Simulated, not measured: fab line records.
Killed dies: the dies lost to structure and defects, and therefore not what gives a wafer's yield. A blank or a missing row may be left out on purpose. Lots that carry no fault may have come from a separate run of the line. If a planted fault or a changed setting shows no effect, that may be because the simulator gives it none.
fab line records | flow n5-finfet
record lots=7 | wafers=39
route steps=1938 shown DUMMY_GATE@215 HKMG_FIN@434 GATE_CUT@477
start-h: hours from the record's opening day to when the first of the lot's shown wafers began | wait-h: hours elapsed since this lot's preceding step | " identical to the entry in the row above | L1.1+2: a single row standing in for several wafers | - no value, or no start was given | * or withheld: withheld | < > ~ a bound
route shown NAME@n: a module of which the file shows steps, and the number in the route of the first | usual: the fault-free wafers' mean and standard deviation | same: alike in all rows | chamber/n: place in a boat | sites: readings site by site | _std_site: their standard deviation | _edge_site: outer sites' mean less inner sites' | radius-mm: how far each site lies from the wafer's centre | mask NAME#n: copy n | behind: tool/chamber where the wafer was last shaped | hold: reason for holding the lot/hours on hold/outcome of the hold | device: transistor that didn't switch, given as n, p or np | end of line: tests of these same wafers at the route's end | where a step has no rows: the recipe by itself | killed: count of dies lost to structure and defects at first sort (not the wafer's yield) | map: shows each die of a wafer: x if killed, . if not, _ if none is there
set.NAME: the setting that was run; set.NAME@STEP: the one run at that earlier step | model.NAME: the simulator's own value behind a step, which no gauge read
lots where settings were altered on purpose, with a table for each step and a row for each wafer
## steps
# step N5_DUMMY_GATE_CVD_03
# recipe material=a-Si | target-thk-a=1500 | temp-c=530 | precursor=SiH4 | time-s=8042
lot.wafer | tool     | chamber   | start-h | wait-h | set.temp-c | model.a-Si_of_DUMMY_GATE_CVD_03.thk-nm
L084.1+5  | -        | -         | -       | 0.1    | 508.5      | 82.8
L084.2    | "        | -         | "       | "      | 508.5      | 81.6
L084.3    | "        | -         | "       | "      | 508.5      | 82
L084.4    | "        | -         | "       | "      | 508.5      | 82.4
L084.6    | "        | -         | "       | "      | 508.5      | 83
L087.1+6  | -        | -         | -       | 0.5    | 546.9      | 241.4
L087.2    | "        | -         | "       | "      | 546.9      | 240.8
L087.3    | "        | -         | "       | "      | 546.9      | 240
L087.4    | "        | -         | "       | "      | 546.9      | 241.2
L087.5    | "        | -         | "       | "      | 546.9      | 238.6
L088.1+2  | -        | -         | -       | 0.1    | 513.9      | 94.2
L088.3    | "        | -         | "       | "      | 513.9      | 94.4
L088.4    | "        | -         | "       | "      | 513.9      | 94
L088.5+6  | "        | -         | "       | "      | 513.9      | 93.8
L091.1    | -        | -         | -       | 0.1    | 513.2      | 92.6
L091.2+5  | "        | -         | "       | "      | 513.2      | 93.4
L091.3+4  | "        | -         | "       | "      | 513.2      | 93.6
L091.6    | "        | -         | "       | "      | 513.2      | 94.4
L093.1    | -        | -         | -       | 0.1    | 508.3      | 78.6
L093.2    | "        | -         | "       | "      | 508.3      | 79.4
L093.3    | "        | -         | "       | "      | 508.3      | 78
L093.4    | "        | -         | "       | "      | 508.3      | 78.2
L093.5    | "        | -         | "       | "      | 508.3      | 78.8
L093.6    | "        | -         | "       | "      | 508.3      | 79
L094.1    | -        | -         | -       | 1.6    | 530        | 149.8
L094.2    | "        | -         | "       | "      | 530        | 149.4
L094.3    | "        | -         | "       | "      | 530        | 149
L094.4+5  | "        | -         | "       | "      | 530        | 150
L094.6    | "        | -         | "       | "      | 530        | 150.4
L095.2    | lpcvd-02 | 0/20      | 166.00  | 1.1    | 530        | 151
L095.5+6  | "        | 0/34,0/39 | "       | "      | 530        | 151.8
# step N5_DUMMY_GATE_ETCH_37
# recipe chemistry=N2/H2 | target=SOC | target-depth-a=600 | overetch-a=300 | temp-c=40 | ion-energy-ev=200 | pressure-mtorr=30 | source-w=840 | bias-w=150 | n2-flow-sccm=200 | h2-flow-sccm=200
# usual rf-vpp-V=523.9/2.8
lot.wafer | tool        | chamber | start-h | wait-h | set.source-w | rf-vpp-V
L084.1    | rie-diel-03 | 1       | 108.59  | 0.0    | 840          | 520.1
L084.2    | "           | 2       | "       | "      | 692.8        | 561.2
L084.3    | "           | 0       | "       | "      | 692.8        | 561.4
L084.4    | "           | 3       | "       | "      | 692.8        | 554.8
L084.5    | "           | 2       | "       | "      | 840          | 525.7
L084.6    | "           | 1       | "       | "      | 840          | 520.5
L087.1    | rie-diel-06 | 0       | 128.81  | 0.0    | 840          | 520.1
L087.2    | "           | 3       | "       | "      | 840          | 517.1
L087.3    | "           | 2       | "       | "      | 901.4        | 512.0
L087.4    | "           | 1       | "       | "      | 901.4        | 516.4
L087.5    | "           | 0       | "       | "      | 840          | 521.1
L087.6    | "           | 3       | "       | "      | 901.4        | 506.5
L088.1    | rie-diel-01 | 0       | 131.71  | 0.0    | 840          | 524.1
L088.2    | "           | 3       | "       | "      | 766          | 540.9
L088.3    | "           | 1       | "       | "      | 840          | 526.3
L088.4    | "           | 1       | "       | "      | 766          | 542.9
L088.5    | "           | 3       | "       | "      | 766          | 539.5
L088.6    | "           | 0       | "       | "      | 840          | 523.9
L091.1    | rie-diel-01 | 1       | 147.17  | 0.0    | 840          | 526.5
L091.2    | "           | 2       | "       | "      | 840          | 526.6
L091.3    | "           | 3       | "       | "      | 840          | 523.8
L091.4    | "           | 0       | "       | "      | 840          | 523.2
L091.5    | "           | 0       | "       | "      | 840          | 523.9
L091.6    | "           | 3       | "       | "      | 840          | 524.2
L093.1    | rie-diel-03 | 0       | 161.03  | 0.0    | 746.4        | 548.0
L093.2    | "           | 3       | "       | "      | 746.4        | 542.4
L093.3    | "           | 2       | "       | "      | 840          | 526.9
L093.4    | "           | 2       | "       | "      | 840          | 524.9
L093.5    | "           | 3       | "       | "      | 746.4        | 543.1
L093.6    | "           | 0       | "       | "      | 840          | 527.0
L094.1    | rie-diel-06 | 2       | 168.82  | 0.0    | 840          | 522.3
L094.2    | "           | 0       | "       | "      | 840          | 521.0
L094.3    | "           | 1       | "       | "      | 769.3        | 541.6
L094.4    | "           | 3       | "       | "      | 769.3        | 534.6
L094.5    | "           | 2       | "       | "      | 769.3        | 540.5
L094.6    | "           | 3       | "       | "      | 840          | 519.2
L095.2    | rie-diel-06 | 2       | 179.25  | 0.0    | 840          | 522.3
L095.5    | "           | 2       | "       | "      | 840          | 524.5
L095.6    | "           | 1       | "       | "      | 840          | 527.8
# step N5_DUMMY_GATE_ETCH_32
# recipe chemistry=CF4 | target=SiO2 | target-depth-a=35 | time-s=3.9 | ion-energy-ev=350 | pressure-mtorr=10 | icp-w=800 | bias-w=400 | cf4-flow-sccm=80
lot.wafer | tool      | chamber | start-h | wait-h | set.time-s | model.etch.depth-nm
L084.1    | rie-si-04 | 0       | 109.11  | 0.1    | 3.9        | 3.551
L084.2    | "         | 1       | "       | "      | 4.54       | 3.939
L084.3    | "         | 3       | "       | "      | 3.9        | 3.44
L084.4    | "         | 2       | "       | "      | 4.54       | 4.049
L084.5    | "         | 3       | "       | "      | 3.9        | 3.409
L084.6    | "         | 0       | "       | "      | 4.54       | 4.123
L087.1    | rie-si-01 | 3       | 129.34  | 0.1    | 3.408      | 2.828
L087.2    | "         | 0       | "       | "      | 3.9        | 3.358
L087.3    | "         | 1       | "       | "      | 3.9        | 3.42
L087.4    | "         | 2       | "       | "      | 3.408      | 3.028
L087.5    | "         | 0       | "       | "      | 3.9        | 3.343
L087.6    | "         | 1       | "       | "      | 3.408      | 2.966
L088.1    | rie-si-06 | 1       | 132.24  | 0.1    | 4.469      | 4.002
L088.2    | "         | 3       | "       | "      | 4.469      | 4.331
L088.3    | "         | 0       | "       | "      | 4.469      | 3.833
L088.4    | "         | 2       | "       | "      | 3.9        | 3.377
L088.5    | "         | 1       | "       | "      | 3.9        | 3.518
L088.6    | "         | 2       | "       | "      | 3.9        | 3.404
L091.1    | rie-si-01 | 3       | 147.72  | 0.1    | 4.792      | 4.075
L091.2    | "         | 1       | "       | "      | 3.9        | 3.482
L091.3    | "         | 0       | "       | "      | 4.792      | 4.188
L091.4    | "         | 2       | "       | "      | 4.792      | 4.302
L091.5    | "         | 1       | "       | "      | 3.9        | 3.481
L091.6    | "         | 2       | "       | "      | 3.9        | 3.477
L093.1    | rie-si-04 | 1       | 161.58  | 0.1    | 3.9        | 3.358
L093.2    | "         | 2       | "       | "      | 3.9        | 3.511
L093.3    | "         | 0       | "       | "      | 3.9        | 3.531
L093.4    | "         | 3       | "       | "      | 3.9        | 3.438
L093.5    | "         | 2       | "       | "      | 3.9        | 3.534
L093.6    | "         | 3       | "       | "      | 3.9        | 3.458
L094.1    | rie-si-01 | 0       | 169.36  | 0.1    | 4.336      | 3.87
L094.2    | "         | 2       | "       | "      | 4.336      | 3.973
L094.3    | "         | 1       | "       | "      | 4.336      | 3.889
L094.4    | "         | 3       | "       | "      | 3.9        | 3.34
L094.5    | "         | 2       | "       | "      | 3.9        | 3.544
L094.6    | "         | 3       | "       | "      | 3.9        | 3.31
L095.2    | rie-si-06 | 0       | 179.77  | 0.1    | 3.9        | 3.383
L095.5    | "         | 1       | "       | "      | 3.9        | 3.503
L095.6    | "         | 2       | "       | "      | 3.9        | 3.387
# step N5_HKMG_FIN_ETCH_31
# recipe chemistry=CF4 | target=SiARC | target-depth-a=455 | mask-material=CAR-ArF | time-s=75.8 | ion-energy-ev=80 | pressure-mtorr=40 | source-w=545 | bias-w=36 | Ar_flow_sccm=100 | cf4-flow-sccm=100 | ends=cleared
# usual rf-vpp-V=184.0/1.4
lot.wafer | tool        | chamber | start-h | wait-h | set.bias-w | rf-vpp-V
L084.1    | rie-diel-05 | 3       | 136.06  | 0.0    | 36         | 183.8
L084.2    | "           | 2       | "       | "      | 31.39      | 168.1
L084.3    | "           | 1       | "       | "      | 36         | 185.4
L084.4    | "           | 2       | "       | "      | 31.39      | 167.2
L084.5    | "           | 1       | "       | "      | 31.39      | 170.7
L084.6    | "           | 3       | "       | "      | 36         | 184.5
L087.1    | rie-diel-04 | 1       | 158.14  | 0.0    | 33.14      | 175.2
L087.2    | "           | 3       | "       | "      | 36         | 183.2
L087.3    | "           | 2       | "       | "      | 36         | 183.3
L087.4    | "           | 0       | "       | "      | 33.14      | 175.4
L087.5    | "           | 0       | "       | "      | 33.14      | 175.5
L087.6    | "           | 1       | "       | "      | 36         | 185.2
L088.1    | rie-diel-02 | 3       | 161.72  | 0.0    | 36         | 183.7
L088.2    | "           | 0       | "       | "      | 36         | 182.9
L088.3    | "           | 1       | "       | "      | 36         | 184.3
L088.4    | "           | 2       | "       | "      | 36         | 185.1
L088.5    | "           | 0       | "       | "      | 36         | 184.4
L088.6    | "           | 1       | "       | "      | 36         | 184.0
L091.1    | rie-diel-05 | 0       | 175.89  | 0.0    | 30.05      | 163.5
L091.2    | "           | 3       | "       | "      | 30.05      | 163.0
L091.3    | "           | 2       | "       | "      | 36         | 182.7
L091.4    | "           | 1       | "       | "      | 30.05      | 166.1
L091.5    | "           | 3       | "       | "      | 36         | 182.9
L091.6    | "           | 2       | "       | "      | 36         | 182.1
L093.1    | rie-diel-05 | 2       | 191.66  | 0.0    | 36         | 181.2
L093.2    | "           | 0       | "       | "      | 36         | 184.3
L093.3    | "           | 1       | "       | "      | 36         | 184.7
L093.4    | "           | 3       | "       | "      | 36         | 182.5
L093.5    | "           | 0       | "       | "      | 36         | 183.4
L093.6    | "           | 3       | "       | "      | 36         | 184.0
L094.1    | rie-diel-02 | 2       | 197.01  | 0.0    | 36         | 183.4
L094.2    | "           | 0       | "       | "      | 36         | 182.1
L094.3    | "           | 1       | "       | "      | 40.14      | 197.7
L094.4    | "           | 2       | "       | "      | 36         | 183.5
L094.5    | "           | 1       | "       | "      | 40.14      | 198.5
L094.6    | "           | 0       | "       | "      | 40.14      | 196.1
L095.2    | rie-diel-05 | 2       | 208.00  | 0.0    | 36         | 182.8
L095.5    | "           | 1       | "       | "      | 36         | 185.3
L095.6    | "           | 0       | "       | "      | 36         | 183.5
# step N5_GATE_CUT_HM_DEP_46
# recipe material=SiO2 | target-thk-a=1300 | temp-c=400 | precursor=TEOS/O2 | pressure-torr=6.5 | rf-w=900 | teos-flow-sccm=161.4 | gas=O2 | flow-sccm=2650 | time-s=26.6
lot.wafer | tool     | chamber | start-h | wait-h | set.target-thk-a | model.SiO2_of_GATE_CUT_HM_DEP_46.thk-nm
L084.1    | pecvd-01 | 1       | 144.13  | 0.0    | 1300             | 127.8
L084.2    | "        | 0       | "       | "      | 1152             | 113.6
L084.3    | "        | 2       | "       | "      | 1152             | 114.4
L084.4    | "        | 1       | "       | "      | 1300             | 129.6
L084.5    | "        | 2       | "       | "      | 1152             | 115.8
L084.6    | "        | 0       | "       | "      | 1300             | 129
L087.1    | pecvd-03 | 2       | 166.31  | 0.0    | 1300             | 131.2
L087.2    | "        | 1       | "       | "      | 1175             | 118.4
L087.3    | "        | 0       | "       | "      | 1300             | 132.4
L087.4    | "        | 2       | "       | "      | 1175             | 120
L087.5    | "        | 1       | "       | "      | 1300             | 134.6
L087.6    | "        | 0       | "       | "      | 1175             | 122
L088.1    | pecvd-02 | 2       | 169.92  | 0.0    | 1300             | 127.6
L088.2    | "        | 0       | "       | "      | 1300             | 131.4
L088.3    | "        | 1       | "       | "      | 1300             | 127.4
L088.4    | "        | 1       | "       | "      | 1300             | 129.4
L088.5    | "        | 2       | "       | "      | 1300             | 131
L088.6    | "        | 0       | "       | "      | 1300             | 133
L091.1    | pecvd-03 | 1       | 184.81  | 0.0    | 1300             | 131.2
L091.2    | "        | 2       | "       | "      | 1300             | 130.4
L091.3    | "        | 0       | "       | "      | 1300             | 133.4
L091.4    | "        | 2       | "       | "      | 1300             | 132.6
L091.5    | "        | 0       | "       | "      | 1300             | 135
L091.6    | "        | 1       | "       | "      | 1300             | 133
L093.1    | pecvd-03 | 0       | 199.58  | 0.0    | 1421             | 142.2
L093.2    | "        | 1       | "       | "      | 1421             | 140
L093.3    | "        | 2       | "       | "      | 1300             | 128
L093.4    | "        | 1       | "       | "      | 1300             | 131.4
L093.5    | "        | 2       | "       | "      | 1300             | 130.2
L093.6    | "        | 0       | "       | "      | 1421             | 144
L094.1    | pecvd-01 | 0       | 205.87  | 0.0    | 1300             | 125
L094.2    | "        | 2       | "       | "      | 1183             | 117.8
L094.3    | "        | 1       | "       | "      | 1300             | 125.8
L094.4    | "        | 2       | "       | "      | 1183             | 118.2
L094.5    | "        | 0       | "       | "      | 1300             | 127.4
L094.6    | "        | 1       | "       | "      | 1183             | 116.2
L095.2    | pecvd-03 | 1       | 216.18  | 0.0    | 1300             | 131.8
L095.5    | "        | 0       | "       | "      | 1300             | 136.4
L095.6    | "        | 1       | "       | "      | 1300             | 132
# step N5_GATE_CUT_COAT_34
# recipe resist=SOC | temp-c=250 | time-s=60 | spin-rpm=1500 | resist-thk-nm=60
# step N5_GATE_CUT_COAT_35
# recipe resist=SiARC | temp-c=220 | time-s=60 | spin-rpm=1500 | resist-thk-nm=10
# step N5_GATE_CUT_STRIP_38
# recipe chemistry=N2/H2 | temp-c=40 | n2-flow-sccm=200 | h2-flow-sccm=200 | rf-frequency-hz=6e+07
# step N5_GATE_CUT_STRIP_39
# recipe chemistry=N2/H2 | temp-c=40 | n2-flow-sccm=200 | h2-flow-sccm=200 | rf-frequency-hz=6e+07
# step N5_GATE_CUT_HM_OPEN_40
# recipe chemistry=C4F6/O2 | target=SiO2 | mask-material=SiARC | target-depth-a=1390 | time-s=85.1 | ion-energy-ev=250 | pressure-mtorr=30 | source-w=345 | bias-w=185 | Ar_flow_sccm=300 | C4F6_flow_sccm=10 | O2_flow_sccm=10 | ends=cleared
# usual etch-rf-on-time-s=94.8/2.4
lot.wafer | tool        | chamber | start-h | wait-h | set.target-thk-a@GATE_CUT_HM_DEP_46 | etch-rf-on-time-s | model.etch.depth-nm | model.SOC_of_GATE_CUT_COAT_34.thk-nm
L084.1    | rie-diel-03 | 3       | 144.75  | 0.0    | 1300                                | 91.0              | 127.9               | 33.8
L084.2    | "           | 0       | "       | "      | 1152                                | 82.9              | 113.5               | 35.8
L084.3    | "           | 1       | "       | "      | 1152                                | 84.7              | 114.4               | 36.2
L084.4    | "           | 3       | "       | "      | 1300                                | 92.6              | 129.5               | 33.4
L084.5    | "           | 0       | "       | "      | 1152                                | 84.9              | 115.8               | 35.2
L084.6    | "           | 1       | "       | "      | 1300                                | 95.2              | 129                 | 33.4
L087.1    | rie-diel-03 | 3       | 166.93  | 0.0    | 1300                                | 94.6              | 131.3               | 33.4
L087.2    | "           | 0       | "       | "      | 1175                                | 87.0              | 118.4               | 34.8
L087.3    | "           | 2       | "       | "      | 1300                                | 98.5              | 132.3               | 32.4
L087.4    | "           | 0       | "       | "      | 1175                                | 88.3              | 120.1               | 34.6
L087.5    | "           | 3       | "       | "      | 1300                                | 95.8              | 134.5               | 32.6
L087.6    | "           | 2       | "       | "      | 1175                                | 89.9              | 122                 | 34.8
L088.1    | rie-diel-06 | 1       | 170.55  | 0.0    | 1300                                | 92.6              | 127.6               | 34
L088.2    | "           | 2       | "       | "      | 1300                                | 93.3              | 131.4               | 33.2
L088.3    | "           | 0       | "       | "      | 1300                                | 89.5              | 127.4               | 33.8
L088.4    | "           | 3       | "       | "      | 1300                                | 91.0              | 129.4               | 33.2
L088.5    | "           | 1       | "       | "      | 1300                                | 95.0              | 131                 | 33.4
L088.6    | "           | 2       | "       | "      | 1300                                | 94.2              | 133                 | 32.8
L091.1    | rie-diel-06 | 2       | 185.56  | 0.0    | 1300                                | 94.4              | 131.2               | 32.8
L091.2    | "           | 1       | "       | "      | 1300                                | 94.2              | 130.4               | 33
L091.3    | "           | 3       | "       | "      | 1300                                | 93.7              | 133.4               | 32.2
L091.4    | "           | 0       | "       | "      | 1300                                | 93.8              | 132.6               | 32.4
L091.5    | "           | 2       | "       | "      | 1300                                | 95.9              | 134.9               | 32
L091.6    | "           | 3       | "       | "      | 1300                                | 93.4              | 133                 | 32.2
L093.1    | rie-diel-03 | 0       | 200.70  | 0.0    | 1421                                | 104.3             | 142.1               | 29.4
L093.2    | "           | 3       | "       | "      | 1421                                | 99.4              | 140                 | 31
L093.3    | "           | 2       | "       | "      | 1300                                | 94.7              | 127.9               | 33
L093.4    | "           | 1       | "       | "      | 1300                                | 95.9              | 131.3               | 32.4
L093.5    | "           | 3       | "       | "      | 1300                                | 93.5              | 130.2               | 33
L093.6    | "           | 2       | "       | "      | 1421                                | 106.6             | 143.9               | 29.8
L094.1    | rie-diel-03 | 0       | 206.86  | 0.0    | 1300                                | 92.3              | 125.1               | 32.8
L094.2    | "           | 1       | "       | "      | 1183                                | 87.1              | 117.8               | 35.2
L094.3    | "           | 2       | "       | "      | 1300                                | 93.5              | 125.9               | 33.6
L094.4    | "           | 3       | "       | "      | 1183                                | 84.6              | 118.3               | 35.4
L094.5    | "           | 0       | "       | "      | 1300                                | 93.4              | 127.4               | 32.4
L094.6    | "           | 1       | "       | "      | 1183                                | 86.1              | 116.1               | 35.6
L095.2    | rie-diel-01 | 0       | 216.94  | 0.0    | 1300                                | 97.7              | 131.8               | 32.6
L095.5    | "           | 0       | "       | "      | 1300                                | 101.6             | 136.3               | 31.6
L095.6    | "           | 1       | "       | "      | 1300                                | 94.4              | 131.9               | 32.6
# step N5_GATE_CUT_STRIP_41
# recipe chemistry=CF4 | resist=SiARC | power-w=300 | bias-power-w=75 | pressure-mtorr=50 | cf4-flow-sccm=150 | rf-frequency-hz=6e+07
# step N5_GATE_CUT_STRIP_42
# recipe chemistry=O2 | power-w=400 | temp-c=40 | pressure-mtorr=30 | rf-frequency-hz=6e+07 | bias-power-w=0 | overash-fraction=0.3 | o2-flow-sccm=225
# step N5_GATE_CUT_ALD_22
# recipe material=SiNx | target-thk-a=160 | temp-c=400 | ald-precursor-family=SiH2I2 | ald-co-reactant=N2/H2-plasma | pulse-time-s=1 | ald-cycles=320 | purge-time-s=2 | co-reactant-purge-time-s=2 | pressure-torr=2
# step N5_GATE_CUT_CMP_23
# recipe stop-on=SiO2 | t-overpolish-s=23.4 | post-cmp-clean=alkaline-brush | down-force-psi=2.5 | platen-rpm=51.8 | pad-velocity-m-s=1.0307 | target-thk-nm=16
# step N5_GATE_CUT_THK_MEAS_24
# recipe reads=SiO2_of_GATE_CUT_HM_DEP_46+SiO2_flowable_of_ILD0_FCVD_FILL_01
# usual GC_FILL_THK=220.5/2.9
lot.wafer | tool          | chamber | start-h | wait-h | set.target-thk-a@GATE_CUT_HM_DEP_46 | GC_FILL_THK[nm]
L084.1    | film-metro-02 | -       | 147.22  | -      | 1300                                | 219.4
L084.2    | "             | -       | "       | "      | 1152                                | 203.6
L084.3    | "             | -       | "       | "      | 1152                                | 206.5
L084.4    | "             | -       | "       | "      | 1300                                | 218.7
L084.5    | "             | -       | "       | "      | 1152                                | 205.7
L084.6    | "             | -       | "       | "      | 1300                                | 220.3
L087.1    | film-metro-02 | -       | 169.39  | -      | 1300                                | 221.2
L087.2    | "             | -       | "       | "      | 1175                                | 209.5
L087.3    | "             | -       | "       | "      | 1300                                | 224.5
L087.4    | "             | -       | "       | "      | 1175                                | 208.5
L087.5    | "             | -       | "       | "      | 1300                                | 226.2
L087.6    | "             | -       | "       | "      | 1175                                | 211.7
L088.1    | film-metro-01 | -       | 173.00  | -      | 1300                                | 213.6
L088.2    | "             | -       | "       | "      | 1300                                | 222.2
L088.3    | "             | -       | "       | "      | 1300                                | 216.8
L088.4    | "             | -       | "       | "      | 1300                                | 220.1
L088.5    | "             | -       | "       | "      | 1300                                | 220.4
L088.6    | "             | -       | "       | "      | 1300                                | 223.2
L091.1    | film-metro-01 | -       | 188.55  | -      | 1300                                | 220.5
L091.2    | "             | -       | "       | "      | 1300                                | 219.8
L091.3    | "             | -       | "       | "      | 1300                                | 223.9
L091.4    | "             | -       | "       | "      | 1300                                | 221.0
L091.5    | "             | -       | "       | "      | 1300                                | 225.2
L091.6    | "             | -       | "       | "      | 1300                                | 223.3
L093.1    | film-metro-01 | -       | 203.16  | -      | 1421                                | 232.9
L093.2    | "             | -       | "       | "      | 1421                                | 231.8
L093.3    | "             | -       | "       | "      | 1300                                | 219.4
L093.4    | "             | -       | "       | "      | 1300                                | 221.3
L093.5    | "             | -       | "       | "      | 1300                                | 221.5
L093.6    | "             | -       | "       | "      | 1421                                | 234.7
L094.1    | film-metro-02 | -       | 209.32  | -      | 1300                                | 215.5
L094.2    | "             | -       | "       | "      | 1183                                | 207.5
L094.3    | "             | -       | "       | "      | 1300                                | 214.1
L094.4    | "             | -       | "       | "      | 1183                                | 208.7
L094.5    | "             | -       | "       | "      | 1300                                | 216.6
L094.6    | "             | -       | "       | "      | 1183                                | 206.1
L095.2    | film-metro-02 | -       | 219.41  | -      | 1300                                | 221.0
L095.5    | "             | -       | "       | "      | 1300                                | 225.6
L095.6    | "             | -       | "       | "      | 1300                                | 222.2
# step N5_GATE_CUT_CMP_43
# recipe material=SiO2 | post-cmp-clean=rinse-only
lot.wafer    | tool   | chamber | start-h | wait-h | set.target-thk-a@GATE_CUT_HM_DEP_46 | model.SiO2_of_GATE_CUT_HM_DEP_46.thk-nm
L084.1+4+6   | cmp-02 | 2,3,3   | 147.25  | 0.0    | 1300                                | 5
L084.3+2     | "      | 0,1     | "       | "      | 1152                                | 4.2
L084.5       | "      | 2       | "       | "      | 1152                                | 4.4
L087.3+5     | cmp-02 | 3       | 169.42  | 0.0    | 1300                                | 5.2
L087.2       | "      | 0       | "       | "      | 1175                                | 4.4
L087.4+6     | "      | 1,0     | "       | "      | 1175                                | 4.6
L087.1       | "      | 2       | "       | "      | 1300                                | 5
L088.2+4+5   | cmp-01 | 3,0,3   | 173.03  | 0.0    | 1300                                | 5
L088.1+3     | "      | 1,2     | "       | "      | 1300                                | 4.8
L088.6       | "      | 0       | "       | "      | 1300                                | 5.2
L091.2+1     | cmp-03 | 1,2     | 188.58  | 0.0    | 1300                                | 5
L091.4+3+6+5 | "      | 3,0,1,2 | "       | "      | 1300                                | 5.2
L093.3+4+5   | cmp-01 | 0,2,0   | 203.19  | 0.0    | 1300                                | 5
L093.1+6     | "      | 1       | "       | "      | 1421                                | 5.6
L093.2       | "      | 3       | "       | "      | 1421                                | 5.4
L094.2+4+6   | cmp-02 | 3,0,0   | 209.35  | 0.0    | 1183                                | 4.4
L094.3+1+5   | "      | 1,2,3   | "       | "      | 1300                                | 4.8
L095.2+6     | cmp-01 | 2,3     | 219.68  | 0.3    | 1300                                | 5
L095.5       | "      | 0       | "       | "      | 1300                                | 5.4
## key
split step=N5_DUMMY_GATE_CVD_03 | setting=temp-c | stated=530 | by=lot
response step=N5_DUMMY_GATE_CVD_03 | reading=model.a-Si_of_DUMMY_GATE_CVD_03.thk-nm | change=+21.4 | per=1% | r=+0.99
split step=N5_DUMMY_GATE_ETCH_37 | setting=source-w | stated=840 | by=wafer
response step=N5_DUMMY_GATE_ETCH_37 | reading=rf-vpp-V | change=-1.9 | per=1% | r=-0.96
split step=N5_DUMMY_GATE_ETCH_32 | setting=time-s | stated=3.9 | by=wafer
response step=N5_DUMMY_GATE_ETCH_32 | reading=model.etch.depth-nm | change=+0.0355 | per=1% | r=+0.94
split step=N5_HKMG_FIN_ETCH_31 | setting=bias-w | stated=36 | by=wafer
response step=N5_HKMG_FIN_ETCH_31 | reading=rf-vpp-V | change=+1.17 | per=1% | r=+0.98
split step=N5_GATE_CUT_HM_DEP_46 | setting=target-thk-a | stated=1300 | by=wafer
response step=N5_GATE_CUT_HM_DEP_46 | reading=model.SiO2_of_GATE_CUT_HM_DEP_46.thk-nm | change=+1.22 | per=1% | r=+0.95
response step=N5_GATE_CUT_HM_OPEN_40 | reading=etch-rf-on-time-s | change=* | per=1% | r=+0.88
response step=N5_GATE_CUT_HM_OPEN_40 | reading=model.etch.depth-nm | change=+1.22 | per=1% | r=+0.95
response step=N5_GATE_CUT_HM_OPEN_40 | reading=model.SOC_of_GATE_CUT_COAT_34.thk-nm | change=-0.234 | per=1% | r=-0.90
response step=N5_GATE_CUT_THK_MEAS_24 | reading=GC_FILL_THK | change=+1.24 | per=1% | r=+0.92
response step=N5_GATE_CUT_CMP_43 | reading=model.SiO2_of_GATE_CUT_HM_DEP_46.thk-nm | change=+0.0582 | per=1% | r=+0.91
